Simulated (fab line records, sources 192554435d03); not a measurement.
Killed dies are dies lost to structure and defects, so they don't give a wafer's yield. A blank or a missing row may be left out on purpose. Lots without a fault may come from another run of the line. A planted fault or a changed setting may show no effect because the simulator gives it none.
One fault seen from 2 desks | flow n5_finfet | each desk has only its own numbers; what lay behind them comes last

THE DEFECT DESK
What the inspections along the route counted, lot by lot: means of the sampled wafers that have a number. A lot is out of limits, marked OUT, if its mean lies more than 4 standard deviations from the usual mean; the brackets give that distance.
Columns: A = raw_defect_count at N5_MIM_BOT_LITHO_INSPECT_12, usual 2.2
lot  | first seen here | A
L580 | day 11 23:15    | 3.0
L581 | day 12 13:00    | 2.5
L583 | day 12 20:04    | 0.7
L584 | day 13 01:09    | 1.7
L585 | day 14 02:14    | 2.3
L587 | day 14 03:31    | 3.5
L589 | day 14 11:38    | 1.0
L592 | day 15 03:16    | 3.0
L595 | day 16 01:28    | 1.3
L599 | day 16 23:05    | 2.3
L603 | day 17 23:47    | 2.0
L602 | day 18 04:32    | 1.0
This desk's finding: nothing out of limits on any of the 12 lots.

THE METROLOGY DESK
What the gauges read, lot by lot, whatever tool the lot ran on: means of the sampled wafers that have a number. A lot is out of limits, marked OUT, if its mean lies more than 4 standard deviations from the usual mean; the brackets give that distance.
Columns: A = MIM_BOT_OVL at N5_MIM_BOT_LITHO_OVL_MEAS_11, usual 1 nm; B = cd_nm at N5_PASSIVATION_CD_MEAS_10, usual 2998 nm
lot  | first seen here | A  | B
L580 | day 11 23:13    | 6  | 2995
L581 | day 12 12:59    | 5  | 2996
L583 | day 12 20:02    | 1  | 2998
L584 | day 13 01:07    | 4  | 3002
L585 | day 14 02:13    | 2  | 2997
L587 | day 14 03:30    | 6  | 3000
L589 | day 14 11:36    | 4  | 3002
L592 | day 15 03:14    | -4 | 2998
L595 | day 16 01:26    | 3  | 3002
L599 | day 16 23:03    | 1  | 3003
L603 | day 17 23:46    | -1 | 2997
L602 | day 18 04:30    | -1 | 2998
This desk's finding: nothing out of limits on any of the 12 lots.

PUT TOGETHER
The defect desk saw nothing out of limits.
The metrology desk saw nothing out of limits.

WHAT THE SIMULATOR HAD PUT IN
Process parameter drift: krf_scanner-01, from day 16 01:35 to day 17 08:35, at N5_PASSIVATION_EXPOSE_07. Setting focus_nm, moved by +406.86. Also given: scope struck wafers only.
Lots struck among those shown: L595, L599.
